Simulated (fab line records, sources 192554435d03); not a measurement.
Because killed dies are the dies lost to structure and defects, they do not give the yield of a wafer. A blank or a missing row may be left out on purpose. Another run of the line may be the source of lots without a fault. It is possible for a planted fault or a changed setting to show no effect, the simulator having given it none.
The same fault as seen by 2 desks + flow n5-finfet + what lay behind the numbers comes last; until then each desk has only its own

== THE TOOL OWNER'S DESK: rie-diel-01 ==
The tool's own readings at N5_BEOL_M6_ETCH_66 (etches SOC in N2/H2, target depth 80 nm, overetch 16 nm, time 120 s): means of the sampled wafers that have a number, for each lot that ran on this tool. Marked OUT: a lot whose mean sits more than 4 standard deviations from the usual mean, which makes it out of limits; the brackets give that distance.
Columns: A = bias-w at N5_BEOL_M6_ETCH_66, usual 150.0 W; B = drypump-motor-current-A at N5_BEOL_M6_ETCH_66, usual 5.8 A; C = h2-flow-sccm at N5_BEOL_M6_ETCH_66, usual 200.0 sccm; D = oes-product-au at N5_BEOL_M6_ETCH_66, usual 0.60 a.u.; E = rf-vpp-V at N5_BEOL_M6_ETCH_66, usual 523.8 V; F = showerhead-plenum-p-Torr at N5_BEOL_M6_ETCH_66, usual 2.54 Torr; G = throttle-valve-pct at N5_BEOL_M6_ETCH_66, usual 17.79 %
| lot  | first seen here | A               | B   | C     | D    | E                | F    | G     |
|------|-----------------|-----------------|-----|-------|------|------------------|------|-------|
| L821 | day 12 13:34    | 149.6           | 6.1 | 199.7 | 0.62 | 522.8            | 2.49 | 17.72 |
| L819 | day 13 07:44    | 150.6           | 5.9 | 200.7 | 0.60 | 522.5            | 2.49 | 17.86 |
| L824 | day 15 01:36    | 150.1           | 5.6 | 199.9 | 0.63 | 523.2            | 2.53 | 17.89 |
| L828 | day 15 06:04    | 150.0           | 6.1 | 199.5 | 0.64 | 522.0            | 2.50 | 17.65 |
| L832 | day 16 06:03    | 143.8 (-13) OUT | 5.2 | 199.7 | 0.60 | 509.6 (-6.2) OUT | 2.55 | 18.14 |
| L834 | day 17 03:23    | 143.7 (-13) OUT | 5.6 | 200.6 | 0.62 | 509.8 (-6.1) OUT | 2.52 | 17.92 |
Finding of this desk: L832, L834 out of limits; the first was L832 at day 16 06:03, on bias-w at N5_BEOL_M6_ETCH_66. In limits: L821, L819, L824, L828.

== THE METROLOGY DESK ==
What the gauges read, lot by lot, whatever tool the lot ran on: means of the sampled wafers that have a number. Marked OUT: a lot whose mean sits more than 4 standard deviations from the usual mean, which makes it out of limits; the brackets give that distance.
Columns: A = cd-nm at N5_BEOL_M6_CD_MEAS_18, usual 40.0 nm
| lot  | first seen here | A    |
|------|-----------------|------|
| L815 | day 11 23:59    | 40.7 |
| L816 | day 12 04:50    | 39.9 |
| L821 | day 12 12:07    | 40.9 |
| L819 | day 13 04:49    | 39.6 |
| L823 | day 13 19:10    | 39.8 |
| L824 | day 14 20:02    | 39.7 |
| L828 | day 15 04:16    | 40.7 |
| L832 | day 16 05:21    | 40.0 |
| L835 | day 17 00:31    | 40.4 |
| L834 | day 17 02:08    | 39.3 |
This desk found nothing out of limits on any of the 10 lots.

== PUT TOGETHER ==
On L832, L834, at day 16 06:03, an alarm was possible from the tool owner's desk.
Metrology desk: nothing out of limits seen.
The metrology desk holds a record of L832, L834, inside its limits.
On rie-diel-01, each named lot ran N5_BEOL_M6_ETCH_66.

== WHAT THE SIMULATOR HAD INSERTED ==
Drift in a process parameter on rie-diel-01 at N5_BEOL_M6_ETCH_66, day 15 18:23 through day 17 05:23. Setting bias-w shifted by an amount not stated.
Shown lots that were struck: L832, L834.
Time in hours from fault onset to the first out-of-limits reading at each desk: the tool owner's desk, 12.
